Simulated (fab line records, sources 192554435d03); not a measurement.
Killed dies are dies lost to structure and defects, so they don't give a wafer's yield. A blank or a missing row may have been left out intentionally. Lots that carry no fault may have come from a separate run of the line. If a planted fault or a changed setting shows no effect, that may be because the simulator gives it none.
Split-lot study | flow n5-finfet | 21 wafers read across 7 lots, on a route 1938 steps long

== ABOUT THE SPLIT ==
At N5_PASSIVATION_AL_DEP_21 (deposits Al, target thk 2800 nm, time 170 s), the setting time-s was moved away from the recipe's 170 s on 8 of the 21 wafers read, by -9.4% to +9.4%. For the rest of the wafers, this setting stayed at what the recipe calls for.

The split's own step is where the reading is taken.

== THE READING ==
Al_of_PASSIVATION_AL_DEP_21.thk-nm (the simulator's own value, which no gauge read), in nm, at N5_PASSIVATION_AL_DEP_21 (deposits Al, target thk 2800 nm, time 170 s). The file gives no usual value for it. Here, 13 wafers ran the recipe; their average is 2788 nm with a standard deviation of 24 nm.

wafer  | tool, chamber at the split | time-s as run, s | against the recipe | Al_of_PASSIVATION_AL_DEP_21.thk-nm, nm | against lot-mates on the recipe
L074.2 | pvd-sputter-02, -          | 170              | recipe             | 2761                                   | -
L074.3 | pvd-sputter-02, -          | 170              | recipe             | 2765                                   | -
L074.6 | pvd-sputter-02, -          | 170              | recipe             | 2769                                   | -
L081.3 | pvd-sputter-03, -          | 170              | recipe             | 2790                                   | -
L081.4 | pvd-sputter-03, -          | 183.1            | +7.7%              | 3026                                   | +234
L081.6 | pvd-sputter-03, -          | 170              | recipe             | 2794                                   | -
L084.1 | pvd-sputter-01, -          | 170              | recipe             | 2824                                   | -
L084.3 | pvd-sputter-01, -          | 158              | -7.1%              | 2628                                   | -202
L084.4 | pvd-sputter-01, -          | 170              | recipe             | 2836                                   | -
L087.1 | pvd-sputter-03, -          | 186              | +9.4%              | 3076                                   | +258
L087.2 | pvd-sputter-03, -          | 186              | +9.4%              | 3096                                   | +278
L087.5 | pvd-sputter-03, -          | 170              | recipe             | 2818                                   | -
L093.2 | pvd-sputter-02, -          | 170              | recipe             | 2765                                   | -
L093.3 | pvd-sputter-02, -          | 170              | recipe             | 2777                                   | -
L093.4 | pvd-sputter-02, -          | 170              | recipe             | 2769                                   | -
L090.2 | pvd-sputter-03, -          | 154.1            | -9.4%              | 2534                                   | -266
L090.5 | pvd-sputter-03, -          | 154.1            | -9.4%              | 2510                                   | -290
L090.6 | pvd-sputter-03, -          | 170              | recipe             | 2800                                   | -
L091.1 | pvd-sputter-02, -          | 182.4            | +7.3%              | 2982                                   | +210
L091.3 | pvd-sputter-02, -          | 182.4            | +7.3%              | 2987                                   | +215
L091.6 | pvd-sputter-02, -          | 170              | recipe             | 2772                                   | -

THE FIT
A straight line over all 21 wafers: Al_of_PASSIVATION_AL_DEP_21.thk-nm changes by +28.8 nm for each +1% of time-s; r = +0.99; the points scatter about the line by 25 nm.
The same after taking each lot's own level away (the mean of its wafers on the recipe; 21 wafers): +29.2 nm for each +1%; r = +1.00; scatter 7 nm.
That fit puts the effect of the largest move of time-s on the reading at 2.7e+02 nm.
Measured against the standard deviation above, the lots' own levels, which go from 2765.0 to 2830.0 nm, span 2.7 times it.
So the lot-to-lot level changes the slope little: the two slopes agree.
Check: +278 nm against its lot-mates is what the line predicts for one of the wafers moved furthest among these (+9.4%) when that wafer is left out of the fit. It came out at +258 nm against them.

== FURTHER SPLITS ON THESE WAFERS ==
Other splits were also applied to these wafers ahead of the reading. Each is held against what the fit with the lots' levels taken away leaves over:
other split on the same wafers     | wafers away from the commonest value | r with Al_of_PASSIVATION_AL_DEP_21.thk-nm (lot level and that fit taken away)
N5_BEOL_M14_TRENCH_ETCH_34 time-s  | 10                                   | +0.26
N5_BEOL_M14_SPUTTER_45 power-w     | 10                                   | +0.22
N5_BEOL_M15_COAT_22 spin-rpm       | 4                                    | +0.22
N5_BEOL_M15_PEB_26 peb-temp-c      | 9                                    | +0.02
N5_MIM_TOP_LITHO_EXPOSE_05 dose-mj | 8                                    | +0.06

== FILE'S OWN FIT ==
Al_of_PASSIVATION_AL_DEP_21.thk-nm changes by +29.3 nm for each +1% of time-s, r = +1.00.
